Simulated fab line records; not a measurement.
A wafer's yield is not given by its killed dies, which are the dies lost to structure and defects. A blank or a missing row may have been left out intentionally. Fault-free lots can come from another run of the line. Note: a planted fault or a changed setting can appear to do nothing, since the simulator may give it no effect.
A single fault, viewed from 2 desks / flow n5 finfet / each desk holds nothing but its own numbers, with what lay behind them at the end

AT THE TOOL OWNER'S DESK: rie diel-01
The tool's own readings at N5_HKMG_FIN_ETCH_35 (etches SOC in N2/H2, target depth 215.8 nm, time 243.4 s): means of the sampled wafers that have a number, for each lot that ran on this tool. If a lot's mean is further than 4 standard deviations from the usual mean, the lot is out of limits and carries the mark OUT (the distance appears in the brackets).
Columns: A = drypump motor current A at N5_HKMG_FIN_ETCH_35, usual 5.6 A; B = oes product au at N5_HKMG_FIN_ETCH_35, usual 0.79 a.u.; C = rf vpp V at N5_HKMG_FIN_ETCH_35, usual 141.6 V; D = run length s at N5_HKMG_FIN_ETCH_35, usual 266.9 s; E = showerhead plenum p Torr at N5_HKMG_FIN_ETCH_35, usual 2.54 Torr; F = throttle valve pct at N5_HKMG_FIN_ETCH_35, usual 17.62 %
lot=L663; first seen here=day 4 04:26; A=5.3; B=0.79; C=141.5; D=266.9; E=2.54; F=17.67
lot=L668; first seen here=day 5 14:25; A=5.3; B=0.74; C=141.6; D=266.7; E=2.55; F=17.82
lot=L669; first seen here=day 5 23:10; A=5.2; B=0.73; C=142.2; D=250.2 (-46) OUT; E=2.55; F=17.81
lot=L671; first seen here=day 6 08:31; A=5.4; B=0.78; C=142.2; D=250.3 (-46) OUT; E=2.58; F=17.80
lot=L683; first seen here=day 9 07:38; A=5.3; B=0.76; C=142.2; D=266.8; E=2.53; F=17.72
This desk finds L669, L671 out of limits, L669 being first, at day 5 23:10 (run length s at N5_HKMG_FIN_ETCH_35). Within limits: L663, L668, L683.

AT THE METROLOGY DESK
What the gauges read for every lot (on any tool): the sampled wafers with a number, averaged. If a lot's mean is further than 4 standard deviations from the usual mean, the lot is out of limits and carries the mark OUT (the distance appears in the brackets). It has 12 readings; the 7 that lie furthest out on some lot are the ones shown.
Columns: A = NDIPOLE_OVL at N5_HKMG_FIN_OVL_MEAS_50, usual 0.4 nm; B = DIBL_N at N5_BEOL_M4_RC_MEAS_101, usual 37.1 mV/V; C = DIBL_P at N5_BEOL_M4_RC_MEAS_101, usual 38 mV/V; D = ION_N at N5_BEOL_M4_RC_MEAS_101, usual 678 uA/um; E = ION_P at N5_BEOL_M4_RC_MEAS_101, usual 467 uA/um; F = SS_P at N5_BEOL_M4_RC_MEAS_101, usual 73.7 mV/dec; G = VT_N at N5_BEOL_M4_RC_MEAS_101, usual 249 mV
lot=L663; first seen here=day 4 00:41; A=1.0; B=32.6; C=33; D=652; E=456; F=71.8; G=256
lot=L664; first seen here=day 4 05:38; A=1.4; B=37.1; C=39; D=671; E=458; F=73.5; G=248
lot=L668; first seen here=day 5 10:40; A=0.7; B=34.5; C=34; D=665; E=467; F=72.8; G=253
lot=L669; first seen here=day 5 19:26; A=0.1; B=36.3; C=37; D=663; E=469; F=73.7; G=251
lot=L670; first seen here=day 6 02:27; A=-0.2; B=36.6; C=39; D=676; E=467; F=73.9; G=250
lot=L671; first seen here=day 6 04:47; A=0.3; B=40.7; C=40; D=681; E=474; F=74.3; G=245
lot=L672; first seen here=day 6 06:33; A=-0.3; B=38.8; C=40; D=687; E=468; F=74.1; G=249
lot=L680; first seen here=day 8 03:29; A=-0.6; B=38.8; C=40; D=689; E=476; F=74.1; G=247
lot=L681; first seen here=day 8 13:20; A=0.8; B=33.7; C=35; D=665; E=461; F=72.3; G=251
lot=L683; first seen here=day 9 03:54; A=0.2; B=35.4; C=36; D=665; E=459; F=73.4; G=254
This desk's verdict: no lot among the 10 shows anything out of limits.

BROUGHT TOGETHER
The tool owner's desk had the chance to raise an alarm at day 5 23:10 on L669, L671.
From the metrology desk's view, nothing was out of limits.
The metrology desk has L669, L671 on record, within its limits.
The lots listed all ran N5_HKMG_FIN_ETCH_35 on rie diel-01.

WHAT THE SIMULATOR PUT IN
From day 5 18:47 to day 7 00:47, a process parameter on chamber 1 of rie diel-01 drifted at N5_HKMG_FIN_ETCH_35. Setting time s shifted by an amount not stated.
Lots struck among those shown: L669, L671.
Delay in hours, fault start to first out-of-limits reading, by desk: the tool owner's desk at 4.
